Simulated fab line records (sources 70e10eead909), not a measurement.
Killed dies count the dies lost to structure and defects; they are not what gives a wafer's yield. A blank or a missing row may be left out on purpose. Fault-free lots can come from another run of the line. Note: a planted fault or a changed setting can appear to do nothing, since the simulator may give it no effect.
Chamber matching || flow nandHarc || rieDiel-12 running NHARC_A_CHANNEL_FILL_D2_ETCHBACK_20: 4 sister chambers
The step etches the open film in C4F8/O2/Ar, target depth 27 nm, time 13.5 s. 8 wafers are shown with their chamber, then 7 later ones without.

WAFERS PAIRED WITH THEIR CHAMBERS
{"wafer": "L584.4", "chamber": 3, "rfVppV (V)": 979, "oesProductAu (a.u.)": 0.998}
{"wafer": "L586.4", "chamber": 1, "rfVppV (V)": 986, "oesProductAu (a.u.)": 0.943}
{"wafer": "L586.6", "chamber": 3, "rfVppV (V)": 980, "oesProductAu (a.u.)": 0.985}
{"wafer": "L588.1", "chamber": 2, "rfVppV (V)": 985, "oesProductAu (a.u.)": 0.999}
{"wafer": "L588.4", "chamber": 0, "rfVppV (V)": 974, "oesProductAu (a.u.)": 0.991}
{"wafer": "L588.6", "chamber": 2, "rfVppV (V)": 984, "oesProductAu (a.u.)": 0.999}
{"wafer": "L591.1", "chamber": 0, "rfVppV (V)": 975, "oesProductAu (a.u.)": 0.977}
{"wafer": "L591.2", "chamber": 1, "rfVppV (V)": 987, "oesProductAu (a.u.)": 0.998}

WAFERS WITHOUT THEIR CHAMBER
{"wafer": "L591.6", "rfVppV (V)": 984, "oesProductAu (a.u.)": 1.005}
{"wafer": "L602.2", "rfVppV (V)": 980, "oesProductAu (a.u.)": 0.999}
{"wafer": "L602.5", "rfVppV (V)": 975, "oesProductAu (a.u.)": 0.987}
{"wafer": "L602.6", "rfVppV (V)": 987, "oesProductAu (a.u.)": 0.998}
{"wafer": "L603.1", "rfVppV (V)": 984, "oesProductAu (a.u.)": 1.004}
{"wafer": "L603.3", "rfVppV (V)": 976, "oesProductAu (a.u.)": 0.985}
{"wafer": "L603.6", "rfVppV (V)": 988, "oesProductAu (a.u.)": 0.986}

WHICH CHAMBER EACH ONE RAN IN
{"wafer": "L591.6", "from the rows above": 2, "in truth": 2}
{"wafer": "L602.2", "from the rows above": 3, "in truth": 3}
{"wafer": "L602.5", "from the rows above": 0, "in truth": 0}
{"wafer": "L602.6", "from the rows above": 1, "in truth": 1}
{"wafer": "L603.1", "from the rows above": 2, "in truth": 2}
{"wafer": "L603.3", "from the rows above": 0, "in truth": 0}
{"wafer": "L603.6", "from the rows above": 1, "in truth": 1}
Correct placement for 7 of the 7. Not placeable from these rows: 0. Wrongly placed: 0.
How it was worked out, from the rows above alone: a wafer's distance from a chamber is the root of the sum, over the readings, of the square of ((its reading less the chamber's mean) divided by the reading's scatter). If the next closest chamber is less than 2 further off than the closest, the wafer can't be placed; otherwise it belongs to the closest. A chamber's mean is the mean of its shown wafers. The scatter is the square root of a quotient: the sum, over the shown wafers, of each reading's squared deviation from its chamber's mean, divided by wafers minus chambers.
